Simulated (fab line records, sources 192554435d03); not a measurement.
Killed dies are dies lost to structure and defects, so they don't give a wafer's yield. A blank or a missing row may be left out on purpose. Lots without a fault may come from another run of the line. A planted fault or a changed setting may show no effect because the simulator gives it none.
Which tool did it? | flow n5_finfet | 8 lots, 24 wafers sampled, at 5 steps of a route of 1938

WHAT THE GAUGES READ, wafer by wafer
N5_SD_EPI_N_EPI_MEAS_23.
lot  | measured    | on            | thk_nm (nm)
L204 | day 5 12:34 | film_metro-02 | 56.6 57.6 60.2
L203 | day 5 14:44 | film_metro-01 | 58.5 61.2 60.0
L207 | day 6 10:03 | film_metro-02 | 58.0 58.1 58.9
L211 | day 7 09:32 | film_metro-02 | 53.5 51.6 52.0
L213 | day 7 17:15 | film_metro-02 | 54.6 51.9 51.7
L215 | day 8 05:43 | film_metro-02 | 60.7 63.3 60.9
L216 | day 8 11:14 | film_metro-02 | 58.0 58.5 60.6
L218 | day 9 00:18 | film_metro-01 | 58.8 59.0 59.7

WHICH TOOL RAN EACH LOT (tool, then ch and the chambers of the sampled wafers, then the start)
lot  | N5_SPACER0_ALD_07                | N5_SD_EPI_N_ETCH_34               | N5_SD_EPI_N_ETCHBACK_44           | N5_SD_EPI_N_EPI_21
L204 | ald_sin-01 ch 0,1,2, day 5 07:11 | rie_diel-01 ch 0,3, day 5 08:28   | rie_diel-01 ch 0,3, day 5 08:51   | epi_rpcvd-01 ch 0, day 5 11:02
L203 | ald_sin-03 ch 0,1,3, day 5 09:41 | rie_diel-06 ch 0,1,2, day 5 10:38 | rie_diel-06 ch 0,1,2, day 5 11:01 | epi_rpcvd-03 ch 0, day 5 12:50
L207 | ald_sin-01 ch 0,1, day 6 04:52   | rie_diel-03 ch 2,3, day 6 05:57   | rie_diel-03 ch 2,3, day 6 06:20   | epi_rpcvd-03 ch 0, day 6 08:08
L211 | ald_sin-01 ch 1,2, day 7 03:50   | rie_diel-01 ch 1,2,3, day 7 05:26 | rie_diel-01 ch 1,2,3, day 7 05:49 | epi_rpcvd-03 ch 0, day 7 08:00
L213 | ald_sin-03 ch 0,1,2, day 7 12:03 | rie_diel-01 ch 0,1,2, day 7 13:08 | rie_diel-01 ch 0,1,2, day 7 13:31 | epi_rpcvd-03 ch 0, day 7 14:58
L215 | ald_sin-03 ch 1,2,3, day 8 01:16 | rie_diel-06 ch 2,3, day 8 02:21   | rie_diel-06 ch 2,3, day 8 02:44   | epi_rpcvd-02 ch 0, day 8 04:16
L216 | ald_sin-01 ch 0,1,3, day 8 06:44 | rie_diel-01 ch 1,2,3, day 8 07:53 | rie_diel-01 ch 1,2,3, day 8 08:16 | epi_rpcvd-02 ch 0, day 8 09:31
L218 | ald_sin-03 ch 0,1,2, day 8 19:51 | rie_diel-06 ch 0,2,3, day 8 20:56 | rie_diel-06 ch 0,2,3, day 8 21:19 | epi_rpcvd-01 ch 0, day 8 22:35
- N5_SPACER0_ALD_07: deposits SiNx, target thk 2 nm.
- N5_SD_EPI_N_ETCH_34: etches SiARC in CF4, target depth 45.5 nm, time 75.8 s.
- N5_SD_EPI_N_ETCHBACK_44: etches SiNx in CH3F/O2, stops on SiO2, target depth 14.5 nm.
- N5_SD_EPI_N_EPI_21: deposits Si:P, time 690 s.

THE ANSWER, worked out from the rows above alone
Rule: what is usual is taken from the lots themselves. Put in order of their means at a reading, lots are off if they are a third of the lots or fewer, leave a main group of 4 or more, and stand apart from it by a gap of 3 or more times the standard deviation of the main group's means; of several such gaps the widest counts. A main group whose means are all the same, to the digits that the tables above print for the reading, isn't used. A lot without any number at a reading at which 4 lots or more have one is off too. The other lots that the step has rows for count as sound.
Off: L211, L213, at N5_SD_EPI_N_EPI_MEAS_23 (thk_nm). The main group: mean 59.4 nm, standard deviation 1.2.
A tool fits if, at a process step before that reading, it ran every lot that is off, and no sound lot after the first of them. The gauges at N5_SD_EPI_N_EPI_MEAS_23 are tried like those tools. One fits: epi_rpcvd-03 at N5_SD_EPI_N_EPI_21. Its last sound lot is L207 (day 6 08:08), its first lot that is off L211 (day 7 08:00): a fault that began between those two fits.

WHAT THE SIMULATOR HAD PUT IN
Process parameter drift: epi_rpcvd-03, from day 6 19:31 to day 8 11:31, at N5_SD_EPI_N_EPI_21. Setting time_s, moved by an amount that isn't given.
Lots struck among those shown: L211, L213. The rule above found the same.
